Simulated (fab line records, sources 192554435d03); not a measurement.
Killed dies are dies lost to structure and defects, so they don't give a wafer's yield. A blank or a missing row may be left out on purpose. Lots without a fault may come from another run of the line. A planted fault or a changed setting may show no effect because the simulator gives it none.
A struck lot beside a sound one | flow n5_finfet | 14 steps out of a route of 1938
Sound: wafers L156.3, L156.4, L156.5. Struck: wafer L161.2. (L161.1, L161.4 of the same lot were not struck and are left out.) The cause comes at the end.
At each step with rows: each side's tool, then ch and its chambers, then its first start. Under that, the readings that differ: sound wafers | struck wafers | difference of the means | sigmas: that difference in standard deviations of wafers without a fault.
alike: readings whose means differ by less than 2 such deviations, and words and numbers that are the same on both sides. not compared: withheld readings, readings that some wafer has no value for, bounds like >300 that may hide the same value, and numbers for which the record gives no deviation and whose values overlap.
The two part at a step that has a row with sigmas, a row that says differs or no value, or rows on one side only. Numbers that don't overlap but have no deviation are shown without sigmas and don't part them. A reading that every wafer of one side lacks parts them only if that side has two wafers or more.

first, 6 steps without rows for these wafers: N5_BEOL_M9_COAT_22 (resist thk 30 nm); N5_BEOL_M9_EBR_24; N5_BEOL_M9_SOFTBAKE_23 (time 60 s); N5_BEOL_M9_EXPOSE_25 (exposes mask V8); N5_BEOL_M9_PEB_26 (peb time 60 s); N5_BEOL_M9_DEVELOP_27 (develop time 30 s).
N5_BEOL_M9_CD_MEAS_28: target cd 70 nm.
  sound on cd_sem-02 ch 0, day 11 02:56; struck on cd_sem-02 ch 0, day 12 03:37
  alike: cd_nm
N5_BEOL_M9_OVL_MEAS_29:
  sound on overlay-02 ch 0, day 11 02:58; struck on overlay-01 ch 0, day 12 03:39
  alike: V8_OVL
N5_BEOL_M9_INSPECT_30: inspects for defects (brightfield).
  sound on defect_inspect-01, day 11 03:01; struck on defect_inspect-02, day 12 03:43
  alike: raw_defect_count
N5_BEOL_M9_DESCUM_33: chemistry O2, time 7 s.
  sound on rie_diel-01 ch 0,2, day 11 03:03; struck on rie_diel-06 ch 3, day 12 03:45
  reading                     | sound       | struck | difference | sigmas
  drypump_motor_current_A (A) | 6.1 6.1 6.1 | 5.0    | -1.1       | -2
  alike: o2_flow_sccm, oes_product_au, rf_vpp_V, showerhead_plenum_p_Torr, throttle_valve_pct
  not compared: rf_hours_counter_h
N5_BEOL_M9_ETCH_76: etches underlayer in N2/H2, target depth 6.5 nm, time 5.2 s.
  sound on rie_diel-01 ch 0,2, day 11 03:05; struck on rie_diel-06 ch 3, day 12 03:47
  reading                     | sound          | struck | difference | sigmas
  drypump_motor_current_A (A) | 6.1 6.0 6.1    | 5.0    | -1.1       | -2
  oes_product_au (a.u.)       | 0.76 0.77 0.75 | 0.61   | -0.15      | -2
  alike: bias_w, etch_rf_on_time_s, rf_vpp_V, showerhead_plenum_p_Torr, throttle_valve_pct
  not compared: rf_hours_counter_h
N5_BEOL_M9_ETCH_65: etches SiARC in CF4, target depth 15.6 nm, time 26 s.
  sound on rie_diel-01 ch 0,2, day 11 03:06; struck on rie_diel-06 ch 3, day 12 03:48
  reading                     | sound          | struck | difference | sigmas
  drypump_motor_current_A (A) | 6.1 6.1 6.1    | 5.0    | -1.1       | -2
  oes_product_au (a.u.)       | 0.76 0.76 0.76 | 0.61   | -0.15      | -2
  alike: bias_w, etch_rf_on_time_s, rf_vpp_V, showerhead_plenum_p_Torr, throttle_valve_pct
  not compared: rf_hours_counter_h
N5_BEOL_M9_ETCH_66: etches SOC in N2/H2, target depth 80 nm, overetch 16 nm, time 120 s.
  sound on rie_diel-01 ch 0,2, day 11 03:08; struck on rie_diel-06 ch 3, day 12 03:50
  reading                                    | sound             | struck | difference | sigmas
  bias_w (W)                                 | 150.2 149.8 149.9 | 124.2  | -25.8      | -74
  drypump_motor_current_A (A)                | 6.1 6.0 6.1       | 5.0    | -1.1       | -2
  rf_vpp_V (V)                               | 523.9 522.5 523.0 | 461.9  | -61.2      | -36
  model.SiARC_of_BEOL_M9_COAT_64.thk_nm (nm) | 6.4 6.2 6.4       | 7.6    | +1.3       |
  alike: oes_product_au, showerhead_plenum_p_Torr, throttle_valve_pct
  not compared: rf_hours_counter_h
then, 1 step without rows for these wafers: N5_BEOL_M9_STRIP_69 (strips in N2/H2).

WHERE THEY PART
First at N5_BEOL_M9_DESCUM_33; last, within this record, at N5_BEOL_M9_ETCH_66.

WHY: what the simulator had put in
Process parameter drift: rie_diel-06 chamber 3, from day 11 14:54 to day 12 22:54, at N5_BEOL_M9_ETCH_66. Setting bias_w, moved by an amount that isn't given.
